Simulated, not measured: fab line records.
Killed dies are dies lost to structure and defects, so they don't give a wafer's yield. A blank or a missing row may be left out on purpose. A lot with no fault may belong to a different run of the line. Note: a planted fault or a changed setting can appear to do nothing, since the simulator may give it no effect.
fab line records ; flow n5_finfet ; part 1 of 2: steps 1 to 24 of 25
record lots=7; wafers=21; last_day=19
route steps=1938 shown BEOL_M0@721 BEOL_M4@1111 PASSIVATION@1936
lots that met no fault: from a run of the same line without faults
start_h: start of the lot's first displayed wafer, in hours after the record's first day ; wait_h: hours elapsed since this lot's preceding step ; " unchanged from the row above ; L1.1+2: a single row standing in for several wafers ; - no value, or no start given ; * or withheld: withheld ; < > ~ a bound
route shown NAME@n: a module of which the file shows steps, and the number in the route of the first ; usual: mean/standard deviation of fault-free wafers ; same: alike in all rows ; chamber/n: place in a boat ; sites: the reading at each site ; _std_site: standard deviation of those values ; _edge_site: mean of outer sites minus mean of inner sites ; radius_mm: for every site, how far away it sits from the centre of the wafer ; mask NAME#n: copy n ; behind: the tool/chamber that last shaped the wafer ; hold: why the lot was held/for how many hours/how that ended ; device: which transistor (n, p or np) failed to switch ; end of line: tests run on the same wafers once the route is complete ; where a step has no rows: the recipe by itself ; killed: at the first sort, the dies lost to defects and structure; wafer yield is something else ; map: the dies of a wafer, with x for killed, . for not killed, _ for no die there
set.NAME: setting as actually run; set.NAME@STEP: the setting as run at that earlier step ; model.NAME: the simulator's own value behind a step, which no gauge read
certain route steps with their lots: each step a table, each wafer a row
services: when a tool's chamber went out of use (start_h, in hours from the record's first day, below 0 if earlier), for how many hours, and the reason
## steps
# step N5_BEOL_M0_TRENCH_ETCH_107
# recipe chemistry=C4F6/O2; target_depth_a=328; target=SiOC; time_s=16.4; ion_energy_ev=250; pressure_mtorr=30; source_w=355; bias_w=185; Ar_flow_sccm=300; C4F6_flow_sccm=10; O2_flow_sccm=10
# step N5_BEOL_M0_STRIP_142
# recipe chemistry=N2/H2; time_s=10; power_w=450; temp_c=40; pressure_mtorr=20; rf_frequency_hz=6e+07; bias_power_w=7; n2_flow_sccm=200; h2_flow_sccm=200
# step N5_BEOL_M0_OCD_MEAS_108
# usual trench_depth_nm=32.7/0.58
lot.wafer;tool;chamber;start_h;wait_h;trench_depth_nm
L337.1;ocd-02;-;151.35;0.1;33.2
L337.2;ocd-02;-;151.35;0.1;32.7
L337.5;ocd-02;-;151.35;0.1;32.3
L340.1;ocd-02;-;174.02;0.1;32.7
L340.3;ocd-02;-;174.02;0.1;32.5
L340.4;ocd-02;-;174.02;0.1;32.5
L345.3;ocd-02;-;200.64;0.1;32.2
L345.5;ocd-02;-;200.64;0.1;31.8
L345.6;ocd-02;-;200.64;0.1;33.0
L346.3;ocd-01;-;206.75;0.1;32.8
L346.4;ocd-01;-;206.75;0.1;32.7
L346.5;ocd-01;-;206.75;0.1;33.0
L347.1;ocd-02;-;223.43;0.1;33.4
L347.3;ocd-02;-;223.43;0.1;32.1
L347.5;ocd-02;-;223.43;0.1;32.9
L350.3;ocd-01;-;236.18;0.1;33.0
L350.4;ocd-01;-;236.18;0.1;32.7
L350.6;ocd-01;-;236.18;0.1;32.7
L351.1;ocd-02;-;242.07;0.1;34.4
L351.4;ocd-02;-;242.07;0.1;32.2
L351.6;ocd-02;-;242.07;0.1;32.8
# step N5_BEOL_M0_HM_STRIP_129
# recipe chemistry=peroxide_tin_strip; material=TiN; target_depth_a=170; temp_c=50; time_s=108
# step N5_BEOL_M0_SRD_130
# recipe time_s=30; temp_c=23; rinse_liquid=diw; dry=ipa_marangoni
# step N5_BEOL_M0_ETCH_109
# recipe chemistry=CH3F/O2; target_depth_a=80; overetch_a=24; target=SiCN; time_s=27.4; ion_energy_ev=120; pressure_mtorr=30; source_w=395; bias_w=75; Ar_flow_sccm=150; CH3F_flow_sccm=30; O2_flow_sccm=20
# usual drypump_motor_current_A=5.51/0.23; oes_product_au=0.67/0.062; rf_vpp_V=297.2/1.6; showerhead_plenum_p_Torr=2.00/0.068; throttle_valve_pct=16.29/0.23
lot.wafer;tool;chamber;start_h;wait_h;drypump_motor_current_A;oes_product_au;rf_hours_counter_h;rf_vpp_V;showerhead_plenum_p_Torr;throttle_valve_pct
L337.1;rie_diel-06;3;151.46;0.0;5.32;0.67;117;297.6;2.01;16.38
L337.2;rie_diel-06;1;151.46;0.0;5.86;0.67;77;298.6;2.03;15.91
L337.5;rie_diel-06;1;151.46;0.0;5.87;0.70;-;298.0;2.03;15.88
L340.1;rie_diel-05;2;174.16;0.0;5.91;0.62;197;296.7;1.99;16.26
L340.3;rie_diel-05;3;174.16;0.0;5.60;0.78;30;298.5;2.04;16.10
L340.4;rie_diel-05;0;174.16;0.0;5.12;0.64;-;299.5;2.08;16.62
L345.3;rie_diel-06;0;200.79;0.0;5.50;0.63;187;295.4;1.91;16.51
L345.5;rie_diel-06;0;200.79;0.0;5.49;0.64;-;295.5;1.91;16.53
L345.6;rie_diel-06;1;200.79;0.0;5.87;0.68;-;297.8;2.03;15.92
L346.3;rie_diel-03;3;207.01;0.2;5.29;0.71;56;298.3;2.02;16.49
L346.4;rie_diel-03;2;207.01;0.2;5.59;0.64;155;294.9;1.84;16.39
L346.5;rie_diel-03;2;207.01;0.2;5.60;0.63;-;294.6;1.84;16.38
L347.1;rie_diel-03;0;223.54;0.0;5.48;0.62;179;298.5;1.99;16.34
L347.3;rie_diel-03;3;223.54;0.0;5.30;0.71;62;296.8;2.02;16.50
L347.5;rie_diel-03;3;223.54;0.0;5.30;0.72;-;297.7;2.02;16.49
L350.3;rie_diel-03;1;236.29;0.0;5.43;0.73;60;300.1;2.03;15.91
L350.4;rie_diel-03;0;236.29;0.0;5.43;0.62;184;297.0;1.99;16.35
L350.6;rie_diel-03;1;236.29;0.0;5.45;0.74;-;296.3;2.03;15.90
L351.1;rie_diel-05;1;242.18;0.0;5.53;0.78;18;295.9;2.04;16.16
L351.4;rie_diel-05;3;242.18;0.0;5.61;0.75;53;297.3;2.03;16.18
L351.6;rie_diel-05;1;242.18;0.0;5.51;0.78;-;299.0;2.04;16.16
# step N5_BEOL_M0_STRIP_139
# recipe chemistry=post_etch_residue_remover; time_s=60; temp_c=25; remover_ph=withheld; remover_water_wt_pct=withheld; remover_fluoride_wt_pct=withheld
# step N5_BEOL_M0_SRD_111
# recipe time_s=30; temp_c=23; rinse_liquid=diw; dry=ipa_marangoni
# step N5_BEOL_M0_DEGAS_112
# recipe ambient=vacuum; temp_c=250; time_s=60
# step N5_BEOL_M0_PRE_CLEAN_113
# recipe gas=H2/He; time_s=30; temp_c=250
# usual heater_power_w=314/48
lot.wafer;tool;chamber;start_h;wait_h;heater_power_w
L337.1;pvd_sputter-01;-;151.79;0.0;321
L337.2;pvd_sputter-01;-;151.79;0.0;301
L337.5;pvd_sputter-01;-;151.79;0.0;351
L340.1;pvd_sputter-03;-;175.98;0.0;279
L340.3;pvd_sputter-03;-;175.98;0.0;405
L340.4;pvd_sputter-03;-;175.98;0.0;247
L345.3;pvd_sputter-03;-;201.34;0.0;403
L345.5;pvd_sputter-03;-;201.34;0.0;280
L345.6;pvd_sputter-03;-;201.34;0.0;409
L346.3;pvd_sputter-02;-;207.27;0.0;321
L346.4;pvd_sputter-02;-;207.27;0.0;288
L346.5;pvd_sputter-02;-;207.27;0.0;274
L347.1;pvd_sputter-03;-;224.42;0.0;273
L347.3;pvd_sputter-03;-;224.42;0.0;407
L347.5;pvd_sputter-03;-;224.42;0.0;401
L350.3;pvd_sputter-03;-;236.50;0.0;275
L350.4;pvd_sputter-03;-;236.50;0.0;316
L350.6;pvd_sputter-03;-;236.50;0.0;409
L351.1;pvd_sputter-03;-;242.88;0.0;252
L351.4;pvd_sputter-03;-;242.88;0.0;276
L351.6;pvd_sputter-03;-;242.88;0.0;412
# step N5_BEOL_M0_ALD_136
# recipe material=TaN; target_thk_a=*; temp_c=275; ald_precursor_family=PDMAT; ald_co_reactant=NH3; pressure_torr=3; carrier_flow_sccm=1500; pulse_time_s=2; purge_time_s=3; co_reactant_purge_time_s=2; co_reactant_pulse_time_s=3; ald_cycles=30; precursor_vessel_temp_c=75; precursor_vessel_pressure_torr=26.25; precursor_vessel_carrier_sccm=1000
# usual heater_power_w=433/29
# same purge_time_s=3
lot.wafer;tool;chamber;start_h;wait_h;heater_power_w
L337.1;ald_metal-02;1;151.85;0.0;443
L337.2;ald_metal-02;0;151.85;0.0;400
L337.5;ald_metal-02;0;151.85;0.0;397
L340.1;ald_metal-01;1;176.04;0.0;422
L340.3;ald_metal-01;0;176.04;0.0;418
L340.4;ald_metal-01;3;176.04;0.0;436
L345.3;ald_metal-01;2;201.53;0.2;446
L345.5;ald_metal-01;3;201.53;0.2;444
L345.6;ald_metal-01;0;201.53;0.2;428
L346.3;ald_metal-01;2;207.34;0.0;439
L346.4;ald_metal-01;1;207.34;0.0;430
L346.5;ald_metal-01;1;207.34;0.0;437
L347.1;ald_metal-04;3;224.50;0.1;376
L347.3;ald_metal-04;0;224.50;0.1;441
L347.5;ald_metal-04;2;224.50;0.1;417
L350.3;ald_metal-04;0;236.56;0.0;449
L350.4;ald_metal-04;2;236.56;0.0;421
L350.6;ald_metal-04;3;236.56;0.0;376
L351.1;ald_metal-04;1;243.17;0.3;499
L351.4;ald_metal-04;2;243.17;0.3;426
L351.6;ald_metal-04;1;243.17;0.3;491
# step N5_BEOL_M0_SURFACE_TREAT_137
# recipe gas=Ar; time_s=*; ion_energy_ev=*; ion_current_ma_cm2=0.5; pressure_mtorr=*; ar_flow_sccm=30
# step N5_BEOL_M0_CVD_115
# recipe material=Co; target_thk_a=*; temp_c=withheld; precursor=CCTBA/H2; pressure_torr=30; time_s=120
# usual chamber_pressure_Torr=30.00/0.065; run_length_s=142.7/0.39
lot.wafer;tool;chamber;start_h;wait_h;chamber_pressure_Torr;run_length_s
L337.1;cvd_co-01;1;152.38;0.3;30.03;142.2
L337.2;cvd_co-01;2;152.38;0.3;29.93;142.7
L337.5;cvd_co-01;1;152.38;0.3;29.96;142.6
L340.1;cvd_co-01;2;176.34;0.0;29.93;142.7
L340.3;cvd_co-01;1;176.34;0.0;29.92;143.1
L340.4;cvd_co-01;0;176.34;0.0;29.86;143.3
L345.3;cvd_co-01;0;201.85;0.1;-;-
L345.5;cvd_co-01;1;201.85;0.1;-;-
L345.6;cvd_co-01;0;201.85;0.1;-;-
L346.3;cvd_co-02;2;207.89;0.1;-;-
L346.4;cvd_co-02;2;207.89;0.1;-;-
L346.5;cvd_co-02;1;207.89;0.1;-;-
L347.1;cvd_co-01;2;225.07;0.1;-;-
L347.3;cvd_co-01;1;225.07;0.1;-;-
L347.5;cvd_co-01;2;225.07;0.1;-;-
L350.3;cvd_co-02;0;237.04;0.1;30.02;142.0
L350.4;cvd_co-02;2;237.04;0.1;29.98;142.7
L350.6;cvd_co-02;1;237.04;0.1;30.01;142.8
L351.1;cvd_co-01;2;243.75;0.2;29.91;142.9
L351.4;cvd_co-01;2;243.75;0.2;29.96;142.9
L351.6;cvd_co-01;0;243.75;0.2;30.16;142.8
# step N5_BEOL_M0_SPUTTER_116
# recipe material=Cu; target_thk_a=40; temp_c=-20; chamber_pressure_pa=0.07; power_w=withheld; time_s=7.37
# step N5_BEOL_M0_ANNEAL_117
# recipe temp_c=400; time_s=60; ambient=vacuum
# step N5_BEOL_M0_SPUTTER_132
# recipe material=Cu; target_thk_a=40; temp_c=-20; chamber_pressure_pa=0.07; power_w=withheld; time_s=7.37
# step N5_BEOL_M0_ANNEAL_133
# recipe temp_c=400; time_s=60; ambient=vacuum
# step N5_BEOL_M0_SPUTTER_134
# recipe material=Cu; target_thk_a=40; temp_c=-20; chamber_pressure_pa=0.07; power_w=withheld; time_s=7.37
# step N5_BEOL_M0_ANNEAL_135
# recipe temp_c=400; time_s=60; ambient=vacuum
# usual heater_power_w=781/100
lot.wafer;tool;chamber;start_h;wait_h;heater_power_w
L337.1;pvd_sputter-03;-;154.30;0.0;685
L337.2;pvd_sputter-03;-;154.30;0.0;765
L337.5;pvd_sputter-03;-;154.30;0.0;692
L340.1;pvd_sputter-01;-;176.77;0.0;899
L340.3;pvd_sputter-01;-;176.77;0.0;739
L340.4;pvd_sputter-01;-;176.77;0.0;773
L345.3;pvd_sputter-03;-;202.30;0.0;1028
L345.5;pvd_sputter-03;-;202.30;0.0;960
L345.6;pvd_sputter-03;-;202.30;0.0;686
L346.3;pvd_sputter-01;-;208.64;0.0;776
L346.4;pvd_sputter-01;-;208.64;0.0;890
L346.5;pvd_sputter-01;-;208.64;0.0;726
L347.1;pvd_sputter-01;-;225.57;0.0;725
L347.3;pvd_sputter-01;-;225.57;0.0;773
L347.5;pvd_sputter-01;-;225.57;0.0;782
L350.3;pvd_sputter-01;-;237.48;0.0;893
L350.4;pvd_sputter-01;-;237.48;0.0;760
L350.6;pvd_sputter-01;-;237.48;0.0;729
L351.1;pvd_sputter-01;-;244.28;0.0;720
L351.4;pvd_sputter-01;-;244.28;0.0;752
L351.6;pvd_sputter-01;-;244.28;0.0;764
# step N5_BEOL_M0_SPUTTER_141
# recipe material=Cu; target_thk_a=40; temp_c=-20; chamber_pressure_pa=0.07; power_w=withheld; time_s=7.37
# usual chuck_gas_flow_sccm=1.27/0.054; throttle_valve_pct=30.3/1.5
lot.wafer;tool;chamber;start_h;wait_h;chuck_gas_flow_sccm;throttle_valve_pct
L337.1;pvd_sputter-03;-;154.34;0.0;1.19;29.5
L337.2;pvd_sputter-03;-;154.34;0.0;1.33;30.0
L337.5;pvd_sputter-03;-;154.34;0.0;1.26;29.5
L340.1;pvd_sputter-01;-;176.81;0.0;1.34;32.9
L340.3;pvd_sputter-01;-;176.81;0.0;1.30;28.2
L340.4;pvd_sputter-01;-;176.81;0.0;1.21;29.8
L345.3;pvd_sputter-03;-;202.34;0.0;1.30;32.5
L345.5;pvd_sputter-03;-;202.34;0.0;1.22;32.3
L345.6;pvd_sputter-03;-;202.34;0.0;1.23;29.3
L346.3;pvd_sputter-01;-;208.68;0.0;1.26;29.6
L346.4;pvd_sputter-01;-;208.68;0.0;1.22;32.9
L346.5;pvd_sputter-01;-;208.68;0.0;1.31;29.5
L347.1;pvd_sputter-01;-;225.61;0.0;1.26;29.4
L347.3;pvd_sputter-01;-;225.61;0.0;1.22;28.3
L347.5;pvd_sputter-01;-;225.61;0.0;1.31;29.9
L350.3;pvd_sputter-01;-;237.52;0.0;1.30;33.0
L350.4;pvd_sputter-01;-;237.52;0.0;1.26;28.3
L350.6;pvd_sputter-01;-;237.52;0.0;1.30;29.5
L351.1;pvd_sputter-01;-;244.32;0.0;1.26;29.3
L351.4;pvd_sputter-01;-;244.32;0.0;1.26;28.0
L351.6;pvd_sputter-01;-;244.32;0.0;1.27;29.9
# step N5_BEOL_M0_ECD_118
# recipe material=Cu; target_thk_a=3000
# step N5_BEOL_M0_ANNEAL_119
# recipe temp_c=225; time_s=90; ambient=N2
# step N5_BEOL_M0_CMP_120
# recipe stop_on=SiOC; t_overpolish_s=6.9; down_force_psi=1; platen_rpm=50; clearing_platen_down_force_psi=1.5; clearing_platen_rpm=50; post_cmp_clean=cu_alkaline; clearing_platen_pad_velocity_m_s=0.99484; pad_velocity_m_s=0.99484
# usual barrier_field_endpoint_s=3.67/0.1; edge_zone_pressure_frac=1.000/0.0047; motor_current_A=6.0/0.39
lot.wafer;tool;chamber;start_h;wait_h;barrier_field_endpoint_s;edge_zone_pressure_frac;motor_current_A
L337.1;cmp-04;0;155.16;0.3;3.86;0.991;5.9
L337.2;cmp-04;3;155.16;0.3;3.54;1.008;7.0
L337.5;cmp-04;1;155.16;0.3;3.72;0.999;5.7
L340.4;cmp-04;3;177.33;0.1;3.69;0.998;7.2
L340.3;cmp-04;0;177.33;0.1;3.62;0.996;6.1
L340.1;cmp-04;2;177.33;0.1;3.60;1.006;6.2
L345.3;cmp-02;1;202.95;0.3;1.85;1.000;6.1
L345.6;cmp-02;2;202.95;0.3;1.83;1.003;6.0
L345.5;cmp-02;3;202.95;0.3;1.75;1.005;5.8
L346.3;cmp-01;1;209.38;0.2;1.76;1.008;5.6
L346.4;cmp-01;2;209.38;0.2;1.81;1.000;6.0
L346.5;cmp-01;1;209.38;0.2;1.81;1.000;6.0
L347.1;cmp-04;0;226.26;0.3;1.79;1.003;5.8
L347.3;cmp-04;3;226.26;0.3;1.80;1.004;6.9
L347.5;cmp-04;0;226.26;0.3;1.81;0.996;5.9
L350.4;cmp-01;0;239.01;0.1;3.69;1.005;6.1
L350.3;cmp-01;3;239.01;0.1;3.59;1.008;5.8
L350.6;cmp-01;0;239.01;0.1;3.54;0.999;6.3
L351.1;cmp-02;1;245.15;0.3;3.69;0.994;5.9
L351.4;cmp-02;2;245.15;0.3;3.63;1.001;5.9
L351.6;cmp-02;0;245.15;0.3;3.68;1.000;5.5
# step N5_BEOL_M4_RC_MEAS_101
# usual DIBL_N=36.3/1.2; DIBL_P=36.3/1.4; IOFF_N=0.160/0.02; IOFF_P=0.210/0.025; ION_N=675/9.5; ION_P=462/7; SS_N=71.5/0.53; SS_P=73.4/0.55; VT_N=249.5/2.6; VT_P=-250.1/2.9
lot.wafer;tool;chamber;start_h;wait_h;DIBL_N[mV/V];DIBL_P[mV/V];IOFF_N[nA/um];IOFF_P[nA/um];ION_N[uA/um];ION_P[uA/um];SS_N[mV/dec];SS_P[mV/dec];VT_N[mV];VT_P[mV]
L337.1;prober-01;0;221.03;0.0;38.1;38.2;0.185;0.239;685;468;71.7;73.6;250.3;-249.3
L337.2;prober-01;0;221.03;0.0;36.5;35.4;0.151;0.197;682;460;71.9;73.5;252.0;-251.2
L337.5;prober-01;0;221.03;0.0;38.6;38.3;0.192;0.237;693;471;72.1;73.9;249.6;-250.4
L340.1;prober-02;0;247.75;0.0;35.8;35.6;0.148;0.217;670;466;71.9;72.8;251.2;-247.0
L340.3;prober-02;0;247.75;0.0;35.3;35.3;0.147;0.226;661;465;72.0;73.2;248.9;-248.3
L340.4;prober-02;0;247.75;0.0;37.4;37.4;0.188;0.253;670;466;72.8;73.0;244.6;-247.5
L351.1;prober-01;0;334.37;0.0;34.5;34.8;0.144;0.179;673;456;70.2;71.9;251.6;-254.8
L351.4;prober-01;0;334.37;0.0;35.2;36.1;0.167;0.198;684;467;70.8;73.4;247.0;-250.6
L351.6;prober-01;0;334.37;0.0;35.2;35.1;0.160;0.185;675;458;71.4;72.3;249.6;-254.0
L350.3;prober-01;0;338.94;0.3;36.5;36.5;0.143;0.194;671;457;70.9;72.7;252.0;-252.6
L350.4;prober-01;0;338.94;0.3;36.0;35.7;0.131;0.173;659;451;70.8;72.2;253.1;-255.1
L350.6;prober-01;0;338.94;0.3;37.9;38.2;0.170;0.216;673;456;71.3;72.6;248.5;-253.2
## key
first_sign step=N5_BEOL_M0_CVD_115; reading=tool_record; direction=missing
effect step=N5_BEOL_M0_CMP_120; reading=barrier_field_endpoint_s; direction=down; sigmas=18; usual=3.67; struck=1.80
effect step=N5_PASSIVATION_PROBE_49; reading=sort_bin_5_function; direction=up; sigmas=99+; usual=5.4; struck=88.9
more_kills_born_at N5_BEOL_M0_CVD_115@cvd_co-01=4977; N5_BEOL_M0_CVD_115@cvd_co-02=2510
met_at N5_BEOL_M0_CVD_115
struck_wafers L345.3,L345.5,L345.6,L346.3,L346.4,L346.5,L347.1,L347.3,L347.5
later_rows_left_out L345.3,L345.5,L345.6,L346.3,L346.4,L346.5,L347.1,L347.3,L347.5
onset_between 176.34 201.85
fault kind=skipped_step_whole; tool=cvd_co-01,cvd_co-02; chamber=-; onset_h=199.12; steps=N5_BEOL_M0_CVD_115; scope=struck_lots_only
# later_rows_left_out: the simulator's readings of these wafers behind a module that went badly wrong aren't trusted and aren't shown, but for the sort
